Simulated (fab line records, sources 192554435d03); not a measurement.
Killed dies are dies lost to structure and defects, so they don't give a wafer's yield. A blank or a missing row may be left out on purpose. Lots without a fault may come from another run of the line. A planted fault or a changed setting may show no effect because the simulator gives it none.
Chamber matching | flow n5_finfet | N5_MOL_CONTACT_COAG_ETCH_67 on rie_diel-03: 4 sister chambers
The step etches SOC in N2/H2, target depth 60 nm, overetch 21 nm, time 101.2 s. 20 wafers are shown with their chamber, then 10 later ones without.

WAFERS WITH THEIR CHAMBER
wafer  | chamber | throttle_valve_pct (%) | showerhead_plenum_p_Torr (Torr) | oes_product_au (a.u.)
L078.1 | 0       | 17.77                  | 2.69                            | 0.73
L078.3 | 2       | 17.90                  | 2.51                            | 0.58
L078.6 | 1       | 17.43                  | 2.61                            | 0.81
L079.1 | 0       | 17.79                  | 2.69                            | 0.73
L079.2 | 3       | 17.88                  | 2.53                            | 0.62
L079.5 | 3       | 17.87                  | 2.53                            | 0.62
L080.1 | 3       | 17.88                  | 2.53                            | 0.62
L080.5 | 2       | 17.89                  | 2.50                            | 0.58
L080.6 | 3       | 17.88                  | 2.53                            | 0.62
L084.1 | 1       | 17.43                  | 2.60                            | 0.79
L084.2 | 2       | 17.91                  | 2.50                            | 0.58
L084.6 | 0       | 17.80                  | 2.69                            | 0.72
L085.3 | 3       | 17.88                  | 2.52                            | 0.61
L085.4 | 1       | 17.44                  | 2.60                            | 0.78
L085.5 | 0       | 17.80                  | 2.69                            | 0.72
L086.1 | 0       | 17.80                  | 2.69                            | 0.71
L086.2 | 1       | 17.45                  | 2.60                            | 0.77
L086.5 | 0       | 17.81                  | 2.69                            | 0.72
L089.1 | 1       | 17.46                  | 2.60                            | 0.75
L089.2 | 0       | 17.82                  | 2.68                            | 0.71

SIGNATURES (means of the wafers above)
reading                  | chamber 0 | chamber 1 | chamber 2 | chamber 3 | scatter within a chamber
throttle_valve_pct       | 17.7986   | 17.4420   | 17.9000   | 17.8780   | 0.0124
showerhead_plenum_p_Torr | 2.6886    | 2.6020    | 2.5033    | 2.5280    | 0.00442
oes_product_au           | 0.7200    | 0.7800    | 0.5800    | 0.6180    | 0.0124
Rule: a wafer's distance from a chamber is the root of the sum, over the readings, of the square of ((its reading less the chamber's mean) divided by the reading's scatter). The wafer belongs to the nearest chamber; if the next one is less than 2 further off, it can't be placed. The scatter: the root of (the sum of the squares of (reading less its chamber's mean) over the shown wafers, divided by (wafers less chambers)).

WAFERS WITHOUT THEIR CHAMBER
wafer  | throttle_valve_pct (%) | showerhead_plenum_p_Torr (Torr) | oes_product_au (a.u.)
L089.4 | 17.91                  | 2.52                            | 0.60
L092.2 | 17.49                  | 2.59                            | 0.73
L092.4 | 17.45                  | 2.49                            | 0.78
L092.6 | 17.48                  | 2.59                            | 0.75
L096.1 | 17.49                  | 2.49                            | 0.75
L096.2 | 17.48                  | 2.59                            | 0.73
L096.5 | 17.50                  | 2.59                            | 0.73
L097.2 | 17.50                  | 2.49                            | 0.76
L097.3 | 17.84                  | 2.68                            | 0.69
L097.4 | 17.50                  | 2.59                            | 0.72

WHICH CHAMBER EACH WENT THROUGH
wafer  | from the rows above     | in truth
L089.4 | can't be placed: 3 or 2 | 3
L092.2 | 1                       | 1
L092.4 | 1                       | 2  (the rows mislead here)
L092.6 | 1                       | 1
L096.1 | 1                       | 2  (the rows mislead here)
L096.2 | 1                       | 1
L096.5 | 1                       | 1
L097.2 | 1                       | 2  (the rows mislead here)
L097.3 | 0                       | 0
L097.4 | 1                       | 1
Placed correctly: 6 of 10. Can't be placed from these rows: 1 (the true chamber is among the candidates in 1). Placed wrongly: 3.
